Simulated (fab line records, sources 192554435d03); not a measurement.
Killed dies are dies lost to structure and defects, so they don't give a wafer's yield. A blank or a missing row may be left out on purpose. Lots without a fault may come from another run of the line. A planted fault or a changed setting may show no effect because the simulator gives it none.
Split-lot experiment | flow n5_finfet | 7 lots, 21 wafers read, on a route of 1938 steps

THE SPLIT
At N5_DUMMY_GATE_DESCUM_20 (chemistry O2, time 6.2 s), the setting time_s was moved away from the recipe's 6.2 s on 3 of the 21 wafers read, by -10.4% to +13.7%. The other wafers ran this setting at the recipe's value.

The reading is taken at the split's own step.

THE READING
CAR-EUV_of_DUMMY_GATE_COAT_09.thk_nm (the simulator's own value, which no gauge read), in nm, at N5_DUMMY_GATE_DESCUM_20 (chemistry O2, time 6.2 s). The file gives no usual value for it. The 18 wafers here that ran the recipe average 26.5 nm, standard deviation 0.17 nm.

wafer  | tool, chamber at the split | time_s as run, s | against the recipe | CAR-EUV_of_DUMMY_GATE_COAT_09.thk_nm, nm | against lot-mates on the recipe
L075.1 | rie_diel-01, 3,3,2         | 6.2              | recipe             | 26.2                                     | -
L075.4 | rie_diel-01, 3,3,2         | 6.2              | recipe             | 26.2                                     | -
L075.5 | rie_diel-01, 3,3,2         | 6.2              | recipe             | 26.2                                     | -
L076.1 | rie_diel-05, 2,3,3         | 6.2              | recipe             | 26.6                                     | -
L076.4 | rie_diel-05, 2,3,3         | 6.2              | recipe             | 26.6                                     | -
L076.5 | rie_diel-05, 2,3,3         | 6.2              | recipe             | 26.6                                     | -
L084.1 | rie_diel-03, 1             | 5.555            | -10.4%             | 26.6                                     | +0.4
L084.4 | rie_diel-03, 0,2           | 6.2              | recipe             | 26.2                                     | -
L084.5 | rie_diel-03, 0,2           | 6.2              | recipe             | 26.2                                     | -
L091.3 | rie_diel-01, 3,0,2         | 6.2              | recipe             | 26.4                                     | -
L091.4 | rie_diel-01, 3,0,2         | 6.2              | recipe             | 26.4                                     | -
L091.5 | rie_diel-01, 3,0,2         | 6.2              | recipe             | 26.4                                     | -
L094.1 | rie_diel-03, 0             | 7.048            | +13.7%             | 26.2                                     | -0.4
L094.4 | rie_diel-03, 2,3           | 6.2              | recipe             | 26.6                                     | -
L094.6 | rie_diel-03, 2,3           | 6.2              | recipe             | 26.6                                     | -
L095.1 | rie_diel-05, 2,3,2         | 6.2              | recipe             | 26.6                                     | -
L095.2 | rie_diel-05, 2,3,2         | 6.2              | recipe             | 26.6                                     | -
L095.5 | rie_diel-05, 2,3,2         | 6.2              | recipe             | 26.6                                     | -
L097.1 | rie_diel-03, 0             | 6.918            | +11.6%             | 26.2                                     | -0.4
L097.2 | rie_diel-03, 3,1           | 6.2              | recipe             | 26.6                                     | -
L097.3 | rie_diel-03, 3,1           | 6.2              | recipe             | 26.6                                     | -
Where a row lists several chambers, the file gives one row for several wafers and doesn't say which wafer went through which chamber.

THE FIT
A straight line over all 21 wafers: CAR-EUV_of_DUMMY_GATE_COAT_09.thk_nm changes by -0.0184 nm for each +1% of time_s; r = -0.45; the points scatter about the line by 0.17 nm.
The same after taking each lot's own level away (the mean of its wafers on the recipe; 21 wafers): -0.0334 nm for each +1%; r = -0.99; scatter 0.017 nm.
On that fit, the largest move of time_s shifts the reading by 0.46 nm.
The lots' own levels span 26.20 to 26.60 nm, that is 2.3 times the standard deviation above.
So the lot-to-lot level blurs the effect unless lot-mates are compared.
Check: with one of the wafers moved furthest among these (+13.7%) left out of the fit, the line predicts -0.494 nm for it against its lot-mates. It came out at -0.4 nm against them.

OTHER SPLITS ON THESE WAFERS
These wafers also went through other splits before the reading. Each is held against what the fit with the lots' levels taken away leaves over:
other split on the same wafers    | wafers away from the commonest value | r with CAR-EUV_of_DUMMY_GATE_COAT_09.thk_nm (lot level and that fit taken away)
N5_ZERO_LAYER_PECVD_02 time_s     | 7                                    | -0.27
N5_ZERO_LAYER_COAT_05 spin_rpm    | 2                                    | +0.28
N5_WELL_APT_PEB_23 peb_time_s     | 8                                    | -0.45
N5_FIN_SAQP_EXPOSE_13 dose_mj     | 4                                    | -0.20
N5_FIN_SAQP_SPACER2_ALD_28 temp_c | 12                                   | +0.37
N5_DUMMY_GATE_COAT_28 spin_rpm    | 7                                    | -0.09

THE FILE'S OWN FIT
CAR-EUV_of_DUMMY_GATE_COAT_09.thk_nm changes by -0.0332 nm for each +1% of time_s, r = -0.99.
